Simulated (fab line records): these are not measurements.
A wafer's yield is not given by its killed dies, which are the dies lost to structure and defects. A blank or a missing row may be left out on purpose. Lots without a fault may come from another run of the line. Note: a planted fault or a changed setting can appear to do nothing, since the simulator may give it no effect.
Which tool is to blame? | flow nand harc | 24 lots, 72 wafers sampled, at 4 steps of a route of 1159

== WHAT THE GAUGES READ, wafer by wafer ==
NHARC_P_CONTACT_INSPECT_27. Usual: 313 for raw defect count, sd 140.
lot  | measured     | on                | raw defect count | flag
L074 | day 6 05:04  | defect inspect-02 | 548 449 586      |
L075 | day 6 05:29  | defect inspect-01 | 375 324 378      |
L076 | day 6 09:11  | defect inspect-02 | 269 372 185      |
L077 | day 6 09:34  | defect inspect-01 | 72 289 190       |
L078 | day 6 18:53  | defect inspect-02 | 280 396 363      |
L080 | day 7 05:51  | defect inspect-01 | 243 167 342      |
L079 | day 7 09:27  | defect inspect-01 | 338 414 375      |
L082 | day 7 15:50  | defect inspect-02 | 348 272 132      |
L081 | day 7 16:22  | defect inspect-01 | 329 207 233      |
L083 | day 8 06:46  | defect inspect-01 | 391 391 401      |
L084 | day 8 07:51  | defect inspect-02 | 137 266 423      |
L088 | day 9 03:23  | defect inspect-02 | 226 286 384      |
L085 | day 9 04:23  | defect inspect-01 | 457 459 506      |
L086 | day 9 05:07  | defect inspect-01 | 211 184 181      |
L087 | day 9 20:35  | defect inspect-02 | 362 390 461      |
L089 | day 9 21:08  | defect inspect-02 | 655 683 708      |
L091 | day 9 21:53  | defect inspect-01 | 575 254 326      |
L090 | day 9 22:25  | defect inspect-02 | 89 123 134       |
L093 | day 10 05:53 | defect inspect-01 | 241 159 228      |
L092 | day 10 11:11 | defect inspect-01 | 304 283 256      |
L094 | day 11 10:31 | defect inspect-01 | 175 185 189      |
L095 | day 11 11:03 | defect inspect-02 | 406 276 349      |
L096 | day 11 11:35 | defect inspect-01 | 158 171 183      |
L097 | day 11 19:05 | defect inspect-01 | 402 289 314      |

NHARC_P_M1_CD_MEAS_16. Usual: 130.2 nm for cd nm, sd 0.62.
lot  | measured     | on        | cd nm (nm)        | flag
L074 | day 6 10:38  | cd sem-02 | 131.4 130.1 130.4 |
L075 | day 6 11:08  | cd sem-02 | 129.0 129.6 129.1 |
L076 | day 6 14:57  | cd sem-02 | 130.3 129.8 130.1 |
L077 | day 6 15:21  | cd sem-01 | 129.9 130.1 129.4 |
L078 | day 7 00:14  | cd sem-03 | 129.9 130.7 129.6 |
L080 | day 7 11:37  | cd sem-03 | 130.0 129.6 130.5 |
L079 | day 7 15:00  | cd sem-03 | 129.9 129.7 130.2 |
L082 | day 7 21:15  | cd sem-02 | 130.2 130.6 130.3 |
L081 | day 7 22:10  | cd sem-03 | 130.4 130.3 130.2 |
L083 | day 8 12:11  | cd sem-03 | 130.9 130.6 130.6 |
L084 | day 8 13:28  | cd sem-03 | 128.7 129.3 129.3 |
L088 | day 9 09:22  | cd sem-02 | 131.0 130.4 131.2 |
L085 | day 9 10:02  | cd sem-03 | 130.4 130.5 130.8 |
L086 | day 9 10:41  | cd sem-03 | 129.9 130.2 129.3 |
L087 | day 10 02:00 | cd sem-03 | 129.7 129.7 130.9 |
L089 | day 10 02:34 | cd sem-01 | 130.9 129.7 130.0 |
L091 | day 10 03:08 | cd sem-03 | 128.9 130.0 129.7 |
L090 | day 10 04:05 | cd sem-01 | 131.0 130.5 130.0 |
L093 | day 10 11:05 | cd sem-03 | 129.8 130.3 130.8 |
L092 | day 10 16:55 | cd sem-02 | 129.7 131.2 130.3 |
L094 | day 11 15:44 | cd sem-01 | 129.9 131.1 130.4 |
L095 | day 11 16:31 | cd sem-01 | 130.4 130.1 130.5 |
L096 | day 11 16:57 | cd sem-02 | 130.3 130.3 131.1 |
L097 | day 12 00:25 | cd sem-01 | 129.9 130.3 129.9 |

== WHICH TOOL RAN EACH LOT (tool, then ch and the chambers of the sampled wafers, then the start) ==
lot  | NHARC_P_M0_ETCH_15                            | NHARC_P_M0_PRE_CLEAN_29
L074 | rie diel-05 ch 0,1,3, day 6 10:38 or earlier  | pvd sputter-02, day 6 10:38 or earlier
L075 | rie diel-05 ch 0,1,3, day 6 11:08 or earlier  | pvd sputter-03, day 6 11:08 or earlier
L076 | rie diel-05 ch 0,1,3, day 6 14:57 or earlier  | pvd sputter-01, day 6 14:57 or earlier
L077 | rie diel-06 ch 0,1,2, day 6 15:21 or earlier  | pvd sputter-03, day 6 15:21 or earlier
L078 | rie diel-09 ch 2,3, day 7 00:14 or earlier    | pvd sputter-02, day 7 00:14 or earlier
L080 | rie diel-05 ch 0,2, day 7 11:37 or earlier    | pvd sputter-02, day 7 11:37 or earlier
L079 | rie diel-05 ch 1,2, day 7 15:00 or earlier    | pvd sputter-02, day 7 15:00 or earlier
L082 | rie diel-09 ch 0,2,3, day 7 21:15 or earlier  | pvd sputter-01, day 7 21:15 or earlier
L081 | rie diel-05 ch 0,3, day 7 22:10 or earlier    | pvd sputter-02, day 7 22:10 or earlier
L083 | rie diel-09 ch 0,1,3, day 8 12:11 or earlier  | pvd sputter-02, day 8 12:11 or earlier
L084 | rie diel-09 ch 0,1,3, day 8 13:28 or earlier  | pvd sputter-02, day 8 13:28 or earlier
L088 | rie diel-05 ch 0,1, day 9 09:22 or earlier    | pvd sputter-01, day 9 09:22 or earlier
L085 | rie diel-05 ch 0,3, day 9 10:02 or earlier    | pvd sputter-02, day 9 10:02 or earlier
L086 | rie diel-09 ch 0,1,2, day 9 10:41 or earlier  | pvd sputter-03, day 9 10:41 or earlier
L087 | rie diel-06 ch 1,3, day 10 02:00 or earlier   | pvd sputter-03, day 10 02:00 or earlier
L089 | rie diel-06 ch 0,1,3, day 10 02:34 or earlier | pvd sputter-01, day 10 02:34 or earlier
L091 | rie diel-05 ch 0,1,2, day 10 03:08 or earlier | pvd sputter-03, day 10 03:08 or earlier
L090 | rie diel-05 ch 2,3, day 10 04:05 or earlier   | pvd sputter-03, day 10 04:05 or earlier
L093 | rie diel-05 ch 0,3, day 10 11:05 or earlier   | pvd sputter-03, day 10 11:05 or earlier
L092 | rie diel-06 ch 1,2,3, day 10 16:55 or earlier | pvd sputter-01, day 10 16:55 or earlier
L094 | rie diel-05 ch 0,2,3, day 11 15:44 or earlier | pvd sputter-03, day 11 15:44 or earlier
L095 | rie diel-06 ch 1,2,3, day 11 16:31 or earlier | pvd sputter-01, day 11 16:31 or earlier
L096 | rie diel-05 ch 1,2,3, day 11 16:57 or earlier | pvd sputter-03, day 11 16:57 or earlier
L097 | rie diel-05 ch 0,1,3, day 12 00:25 or earlier | pvd sputter-01, day 12 00:25 or earlier
- NHARC_P_M0_ETCH_15: etches the open film in C4F8/Ar, target depth 150 nm, overetch 15 nm, time 82.5 s.
- NHARC_P_M0_PRE_CLEAN_29: time 30 s.

== AS READ BY THE TOOLS THEMSELVES (means over the sampled wafers that have a number; for cases with no such wafer, the mark the record gives instead) ==
NHARC_P_M0_ETCH_15. Usual: oes product au 0.953 a.u., standard deviation 0.024; rf vpp V 441.4 V, standard deviation 2.9.
lot  | tool        | oes product au (a.u.) | rf vpp V (V) | flag
L074 | rie diel-05 | 0.929                 | 441.4        |
L075 | rie diel-05 | 0.928                 | 442.0        |
L076 | rie diel-05 | 0.964                 | 441.3        |
L077 | rie diel-06 | 0.965                 | 443.4        |
L078 | rie diel-09 | 0.969                 | 441.2        |
L080 | rie diel-05 | 0.920                 | 443.2        |
L079 | rie diel-05 | 0.916                 | 438.1        |
L082 | rie diel-09 | 0.945                 | 441.1        |
L081 | rie diel-05 | 0.960                 | 444.7        |
L083 | rie diel-09 | 0.975                 | 442.6        |
L084 | rie diel-09 | 0.982                 | 442.5        |
L088 | rie diel-05 | 0.919                 | 440.8        |
L085 | rie diel-05 | 0.932                 | 444.9        |
L086 | rie diel-09 | 0.934                 | 442.7        |
L087 | rie diel-06 | 0.966                 | 440.4        |
L089 | rie diel-06 | 0.969                 | 441.9        |
L091 | rie diel-05 | 0.972                 | 439.9        |
L090 | rie diel-05 | 0.971                 | 440.1        |
L093 | rie diel-05 | 0.928                 | 442.9        |
L092 | rie diel-06 | 0.972                 | 440.9        |
L094 | rie diel-05 | 0.965                 | 441.8        |
L095 | rie diel-06 | 0.965                 | 440.7        |
L096 | rie diel-05 | 0.973                 | 438.9        |
L097 | rie diel-05 | 0.966                 | 441.5        |

NHARC_P_M0_PRE_CLEAN_29. Usual: 451 W for heater power w, sd 60.
lot  | tool           | heater power w (W) | flag
L074 | pvd sputter-02 | 395                |
L075 | pvd sputter-03 | 451                |
L076 | pvd sputter-01 | 424                |
L077 | pvd sputter-03 | 464                |
L078 | pvd sputter-02 | 400                |
L080 | pvd sputter-02 | 393                |
L079 | pvd sputter-02 | 409                |
L082 | pvd sputter-01 | 441                |
L081 | pvd sputter-02 | 401                |
L083 | pvd sputter-02 | 404                |
L084 | pvd sputter-02 | 406                |
L088 | pvd sputter-01 | 448                |
L085 | pvd sputter-02 | 403                |
L086 | pvd sputter-03 | 506                |
L087 | pvd sputter-03 | 454                |
L089 | pvd sputter-01 | 448                |
L091 | pvd sputter-03 | 496                |
L090 | pvd sputter-03 | 470                |
L093 | pvd sputter-03 | 509                |
L092 | pvd sputter-01 | 438                |
L094 | pvd sputter-03 | 561                |
L095 | pvd sputter-01 | 452                |
L096 | pvd sputter-03 | 508                |
L097 | pvd sputter-01 | 422                |

== THE ANSWER, worked out from the rows above alone ==
Rule: lot off if the mean of its wafers having a number is beyond 3 standard deviations from the usual mean. A lot without any number at a reading at which 4 lots or more have one is off too. The other lots that the step has rows for count as sound. After the gauges, taken in route order, come the tools' own readings; for these a lot's mean is taken, as printed above. At the first step where some lot is off, the reading lying furthest off is the one used; lots without a number count as furthest.
Nothing can be told from this: no lot is off at any reading shown.

== WHAT THE SIMULATOR HAD PUT IN ==
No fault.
